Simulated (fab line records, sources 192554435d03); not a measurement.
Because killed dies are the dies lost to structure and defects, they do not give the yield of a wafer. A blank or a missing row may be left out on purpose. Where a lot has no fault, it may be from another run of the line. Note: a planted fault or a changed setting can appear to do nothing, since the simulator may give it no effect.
Tool commonality check -- flow n5_finfet -- Lots sampled 8, wafers sampled 24

REASON IT WAS OPENED
Flagged at N5_STI_FIN_REVEAL_FIN_H_MEAS_10: reading trench_depth_nm, on 1 of 8 lots. No-fault wafers: 51.8 nm, standard deviation 0.57.
Rule: a lot is flagged when every wafer of it that has a number lies more than 4 standard deviations from that mean, or none has a number. All remaining lots are regarded as sound.

lot,measured,on,"trench_depth_nm (nm), wafer by wafer",flag
L576,day 2 13:16,ocd-01,52.2 52.9 51.6,
L578,day 3 02:04,ocd-01,52.4 52.1 51.9,
L579,day 3 08:52,ocd-01,42.1 41.9 41.9,FLAGGED
L581,day 3 20:25,ocd-02,52.2 51.7 52.0,
L592,day 6 13:20,ocd-01,51.6 51.4 51.4,
L595,day 7 06:13,ocd-01,51.5 52.4 52.9,
L598,day 8 00:09,ocd-01,53.0 52.7 52.6,
L599,day 8 06:41,ocd-01,51.0 50.9 51.4,
The numbers of the flagged lots are 42.0 nm on average: -9.8 nm against the usual, or -17 standard deviations.

LOT BY LOT: THE TOOL USED
Before the reading, the record contains 3 process steps out of a 1938-step route. Cell contents, in order: the tool; ch with the chambers the sampled wafers went through; the start.
lot,flag,N5_STI_FIN_REVEAL_ALD_00,N5_STI_FIN_REVEAL_ETCHBACK_08,N5_STI_FIN_REVEAL_ETCH_34
L576,,"ald_sin-03 ch 1,2,3, day 2 04:29","rie_diel-02 ch 0,1,2, day 2 10:08","rie_si-01 ch 1,2,3, day 2 12:40"
L578,,"ald_sin-04 ch 1,3, day 2 17:07","rie_diel-02 ch 0,1, day 2 22:44","rie_si-03 ch 0,1,3, day 3 01:16"
L579,FLAGGED,"ald_sin-04 ch 0,2,3, day 3 00:02","rie_diel-02 ch 0,1,2, day 3 05:40","rie_si-04 ch 0,2,3, day 3 08:11"
L581,,"ald_sin-03 ch 1,2,3, day 3 11:41","rie_diel-04 ch 1,3, day 3 17:27","rie_si-04 ch 0,1,3, day 3 19:48"
L592,,"ald_sin-03 ch 0,1,3, day 6 04:42","rie_diel-05 ch 0,1,2, day 6 10:22","rie_si-01 ch 0,1,2, day 6 12:43"
L595,,"ald_sin-01 ch 1,2,3, day 6 21:35","rie_diel-05 ch 0,2,3, day 7 03:16","rie_si-04 ch 0,1,3, day 7 05:36"
L598,,"ald_sin-03 ch 0,1,3, day 7 15:29","rie_diel-04 ch 1,2,3, day 7 21:11","rie_si-03 ch 0,1,2, day 7 23:32"
L599,,"ald_sin-04 ch 0,2,3, day 7 21:41","rie_diel-02 ch 0,1,2, day 8 03:43","rie_si-04 ch 2,3, day 8 06:04"
These steps, and what they do:
- N5_STI_FIN_REVEAL_ALD_00: deposits SiO2, target thk 1 nm, pulse time 1 s.
- N5_STI_FIN_REVEAL_ETCHBACK_08: etches SiO2 in C4F6/O2, target depth 30.5 nm, time 10.167 s.
- N5_STI_FIN_REVEAL_ETCH_34: etches Si in H2, material Si, target depth 0.97 nm.
- N5_STI_FIN_REVEAL_FIN_H_MEAS_10

FLAGGED AGAINST TOTAL, ONE TOOL AT A TIME (gauges that did the reading follow at the end)
step,tool,lots run,flagged,share of the flagged lots,sound lots run after its first flagged lot
N5_STI_FIN_REVEAL_ALD_00,ald_sin-01,1,0,none,-
N5_STI_FIN_REVEAL_ALD_00,ald_sin-03,4,0,none,-
N5_STI_FIN_REVEAL_ALD_00,ald_sin-04,3,1,all,1 (L599)
N5_STI_FIN_REVEAL_ETCHBACK_08,rie_diel-02,4,1,all,1 (L599)
N5_STI_FIN_REVEAL_ETCHBACK_08,rie_diel-04,2,0,none,-
N5_STI_FIN_REVEAL_ETCHBACK_08,rie_diel-05,2,0,none,-
N5_STI_FIN_REVEAL_ETCH_34,rie_si-01,2,0,none,-
N5_STI_FIN_REVEAL_ETCH_34,rie_si-03,2,0,none,-
N5_STI_FIN_REVEAL_ETCH_34,rie_si-04,4,1,all,"3 (L581,L595,L599)"
N5_STI_FIN_REVEAL_FIN_H_MEAS_10,ocd-01,7,1,all,"4 (L592,L595,L598,L599)"
N5_STI_FIN_REVEAL_FIN_H_MEAS_10,ocd-02,1,0,none,-

THE TABLE: WHAT IT ALLOWS
4 rows of the table ran every flagged lot: ald_sin-04 at N5_STI_FIN_REVEAL_ALD_00, rie_diel-02 at N5_STI_FIN_REVEAL_ETCHBACK_08, rie_si-04 at N5_STI_FIN_REVEAL_ETCH_34, ocd-01 at N5_STI_FIN_REVEAL_FIN_H_MEAS_10.
- ald_sin-04 at N5_STI_FIN_REVEAL_ALD_00 ran 3 lots, 1 of them flagged. Lots that were sound ran on it after the first flagged one (L599); a persistent fault on the entire tool would not allow that.
- rie_diel-02 at N5_STI_FIN_REVEAL_ETCHBACK_08 ran 4 lots, 1 of them flagged. Lots that were sound ran on it after the first flagged one (L599); a persistent fault on the entire tool would not allow that.
- rie_si-04 at N5_STI_FIN_REVEAL_ETCH_34 ran 4 lots, 1 of them flagged. Lots that were sound ran on it after the first flagged one (L581, L595, L599); a persistent fault on the entire tool would not allow that.
- ocd-01 at N5_STI_FIN_REVEAL_FIN_H_MEAS_10 ran 7 lots, 1 of them flagged. Lots that were sound ran on it after the first flagged one (L592, L595, L598, L599); a persistent fault on the entire tool would not allow that.
Every row of the table either missed a flagged lot or ran a sound lot after the first.

WHAT THE SIMULATOR HAD PUT IN
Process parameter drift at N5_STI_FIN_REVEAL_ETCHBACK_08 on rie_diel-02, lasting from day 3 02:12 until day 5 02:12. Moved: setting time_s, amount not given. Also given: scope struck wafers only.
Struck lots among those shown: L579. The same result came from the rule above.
